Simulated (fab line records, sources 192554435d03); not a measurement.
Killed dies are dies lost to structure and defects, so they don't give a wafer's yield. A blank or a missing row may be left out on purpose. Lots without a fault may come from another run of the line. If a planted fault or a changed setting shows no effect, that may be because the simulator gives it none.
Matching of chambers :: flow n5Finfet :: N5_BEOL_M3_ETCH_74 on rieDiel-01: 4 sister chambers
The step etches underlayer in N2/H2, target depth 6.5 nm, time 5.2 s. 16 wafers are shown with their chamber, then 8 later ones without.

WAFERS WITH THEIR CHAMBER
wafer: L082.1
chamber: 0
throttleValvePct (%): 17.73
showerheadPlenumPTorr (Torr): 2.48
drypumpMotorCurrentA (A): 5.1

wafer: L082.3
chamber: 3
throttleValvePct (%): 17.95
showerheadPlenumPTorr (Torr): 2.70
drypumpMotorCurrentA (A): 6.2

wafer: L082.6
chamber: 1
throttleValvePct (%): 18.58
showerheadPlenumPTorr (Torr): 2.51
drypumpMotorCurrentA (A): 5.9

wafer: L081.1
chamber: 3
throttleValvePct (%): 17.96
showerheadPlenumPTorr (Torr): 2.70
drypumpMotorCurrentA (A): 6.2

wafer: L081.3
chamber: 1
throttleValvePct (%): 18.59
showerheadPlenumPTorr (Torr): 2.51
drypumpMotorCurrentA (A): 5.9

wafer: L081.6
chamber: 0
throttleValvePct (%): 17.71
showerheadPlenumPTorr (Torr): 2.48
drypumpMotorCurrentA (A): 5.1

wafer: L084.1
chamber: 0
throttleValvePct (%): 17.69
showerheadPlenumPTorr (Torr): 2.48
drypumpMotorCurrentA (A): 5.1

wafer: L084.5
chamber: 0
throttleValvePct (%): 17.69
showerheadPlenumPTorr (Torr): 2.48
drypumpMotorCurrentA (A): 5.1

wafer: L084.6
chamber: 1
throttleValvePct (%): 18.57
showerheadPlenumPTorr (Torr): 2.51
drypumpMotorCurrentA (A): 5.9

wafer: L087.1
chamber: 0
throttleValvePct (%): 17.73
showerheadPlenumPTorr (Torr): 2.47
drypumpMotorCurrentA (A): 5.1

wafer: L087.3
chamber: 3
throttleValvePct (%): 17.95
showerheadPlenumPTorr (Torr): 2.69
drypumpMotorCurrentA (A): 6.2

wafer: L087.5
chamber: 3
throttleValvePct (%): 17.95
showerheadPlenumPTorr (Torr): 2.69
drypumpMotorCurrentA (A): 6.3

wafer: L088.1
chamber: 2
throttleValvePct (%): 18.01
showerheadPlenumPTorr (Torr): 2.65
drypumpMotorCurrentA (A): 5.7

wafer: L088.2
chamber: 3
throttleValvePct (%): 17.97
showerheadPlenumPTorr (Torr): 2.69
drypumpMotorCurrentA (A): 6.3

wafer: L088.4
chamber: 0
throttleValvePct (%): 17.70
showerheadPlenumPTorr (Torr): 2.47
drypumpMotorCurrentA (A): 5.1

wafer: L089.1
chamber: 3
throttleValvePct (%): 17.95
showerheadPlenumPTorr (Torr): 2.69
drypumpMotorCurrentA (A): 6.2

SIGNATURES (means of the wafers above)
reading: throttleValvePct
chamber 0: 17.7083
chamber 1: 18.5800
chamber 2: 18.0100
chamber 3: 17.9550
scatter within a chamber: 0.0136

reading: showerheadPlenumPTorr
chamber 0: 2.4767
chamber 1: 2.5100
chamber 2: 2.6500
chamber 3: 2.6933
scatter within a chamber: 0.00471

reading: drypumpMotorCurrentA
chamber 0: 5.100
chamber 1: 5.900
chamber 2: 5.700
chamber 3: 6.233
scatter within a chamber: 0.0333
Rule: for each reading, subtract the chamber's mean from the wafer's reading, divide by that reading's scatter and square the result; add these up over the readings and take the root, which gives the wafer's distance from the chamber. The wafer belongs to the nearest chamber; if the next one is less than 2 further off, it can't be placed. The scatter: take each reading less its chamber's mean, square it, sum over the shown wafers, divide by the number of wafers less the number of chambers, and take the root.

WAFERS WITHOUT THEIR CHAMBER
wafer: L089.3
throttleValvePct (%): 18.15
showerheadPlenumPTorr (Torr): 2.51
drypumpMotorCurrentA (A): 6.0

wafer: L089.6
throttleValvePct (%): 17.75
showerheadPlenumPTorr (Torr): 2.47
drypumpMotorCurrentA (A): 5.1

wafer: L096.1
throttleValvePct (%): 17.99
showerheadPlenumPTorr (Torr): 2.69
drypumpMotorCurrentA (A): 6.2

wafer: L096.5
throttleValvePct (%): 17.99
showerheadPlenumPTorr (Torr): 2.69
drypumpMotorCurrentA (A): 6.3

wafer: L096.6
throttleValvePct (%): 18.05
showerheadPlenumPTorr (Torr): 2.64
drypumpMotorCurrentA (A): 5.6

wafer: L097.1
throttleValvePct (%): 17.75
showerheadPlenumPTorr (Torr): 2.47
drypumpMotorCurrentA (A): 5.1

wafer: L097.2
throttleValvePct (%): 18.03
showerheadPlenumPTorr (Torr): 2.64
drypumpMotorCurrentA (A): 5.6

wafer: L097.6
throttleValvePct (%): 17.98
showerheadPlenumPTorr (Torr): 2.69
drypumpMotorCurrentA (A): 6.2

WHICH CHAMBER EACH ONE RAN IN
wafer: L089.3
from the rows above: can't be placed: 1 or 2
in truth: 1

wafer: L089.6
from the rows above: 0
in truth: 0

wafer: L096.1
from the rows above: 3
in truth: 3

wafer: L096.5
from the rows above: 3
in truth: 3

wafer: L096.6
from the rows above: 2
in truth: 2

wafer: L097.1
from the rows above: 0
in truth: 0

wafer: L097.2
from the rows above: 2
in truth: 2

wafer: L097.6
from the rows above: 3
in truth: 3
Placed correctly: 7 of 8. These rows do not allow placing 1 (true chamber among the candidates in 1). Number placed wrongly: 0.
